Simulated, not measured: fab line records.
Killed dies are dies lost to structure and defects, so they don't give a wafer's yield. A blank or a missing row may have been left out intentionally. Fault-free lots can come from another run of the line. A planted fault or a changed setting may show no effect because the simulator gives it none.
Split-lot study    flow n5Finfet    7 lots, 21 wafers read, on a route of 1938 steps

THE SPLIT ITSELF
At N5_GATE_CUT_ALD_22 (deposits SiNx, target thk 16 nm, pulse time 1 s, ald cycles 320), the setting aldCycles was moved away from the recipe's 320 on 4 of the 21 wafers read, by -14.1% to +11.9%. This setting was run at the recipe's value on the other wafers.

The split's own step is where the reading is taken.

THE READING
SiNx_of_GATE_CUT_ALD_22.thkNm (the simulator's own value, which no gauge read), in nm, at N5_GATE_CUT_ALD_22 (deposits SiNx, target thk 16 nm, pulse time 1 s, ald cycles 320). No usual value for it is given in the file.

wafer   tool, chamber at the split  aldCycles as run  against the recipe  SiNx_of_GATE_CUT_ALD_22.thkNm, nm  against lot-mates on the recipe
L074.3  aldSin-02, 1,0,1            320               recipe              16                                 -
L074.5  aldSin-02, 1,0,1            320               recipe              16                                 -
L074.6  aldSin-02, 1,0,1            320               recipe              16                                 -
L078.1  aldSin-01, 1,0              320               recipe              16                                 -
L078.4  aldSin-01, 1,0              320               recipe              16                                 -
L078.2  aldSin-01, 2                358               +11.9%              18                                 +2.0
L082.4  aldSin-03, 3,0,1            320               recipe              16                                 -
L082.5  aldSin-03, 3,0,1            320               recipe              16                                 -
L082.6  aldSin-03, 3,0,1            320               recipe              16                                 -
L084.1  aldSin-03, 2,0,3            320               recipe              16                                 -
L084.4  aldSin-03, 2,0,3            320               recipe              16                                 -
L084.6  aldSin-03, 2,0,3            320               recipe              16                                 -
L089.1  aldSin-02, 2,0,3            320               recipe              16                                 -
L089.4  aldSin-02, 2,0,3            320               recipe              16                                 -
L089.5  aldSin-02, 2,0,3            320               recipe              16                                 -
L092.2  aldSin-01, 1                275               -14.1%              13.8                               -2.2
L092.3  aldSin-01, 0,1              320               recipe              16                                 -
L092.6  aldSin-01, 0,1              320               recipe              16                                 -
L097.1  aldSin-01, 3                320               recipe              16                                 -
L097.3  aldSin-01, 0                347               +8.4%               17.2                               +1.2
L097.6  aldSin-01, 1                347               +8.4%               17.4                               +1.4
Where a row lists several chambers, the file gives one row for several wafers and doesn't say which wafer went through which chamber.

THE FIT
A straight line over all 21 wafers: SiNx_of_GATE_CUT_ALD_22.thkNm changes by +0.159 nm for each +1% of aldCycles; r = +1.00; the points scatter about the line by 0.044 nm.
The same after taking each lot's own level away (the mean of its wafers on the recipe; 21 wafers): +0.159 nm for each +1%; r = +1.00; scatter 0.044 nm.
That fit puts the effect of the largest move of aldCycles on the reading at 2.2 nm.
The lots' own levels span 16.00 to 16.00 nm.
The two slopes agree, so the slope changes little with the lot-to-lot level.
Check: for one of the wafers moved furthest among these (-14.1%), held out of the fit, the line's prediction against its lot-mates is -2.27 nm. It came out at -2.2 nm against them.

OTHER SPLITS APPLIED TO THESE WAFERS
These wafers also went through other splits before the reading. Each is held against what the fit with the lots' levels taken away leaves over:
other split on the same wafers  wafers away from the commonest value  r with SiNx_of_GATE_CUT_ALD_22.thkNm (lot level and that fit taken away)
N5_SDB_COAT_05 spinRpm          9                                     -0.04
N5_HKMG_FIN_ETCH_54 sourceW     4                                     +0.21
N5_HKMG_FIN_ETCH_55 timeS       10                                    -0.12

FILE'S OWN FIT
SiNx_of_GATE_CUT_ALD_22.thkNm changes by +0.16 nm for each +1% of aldCycles, r = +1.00.
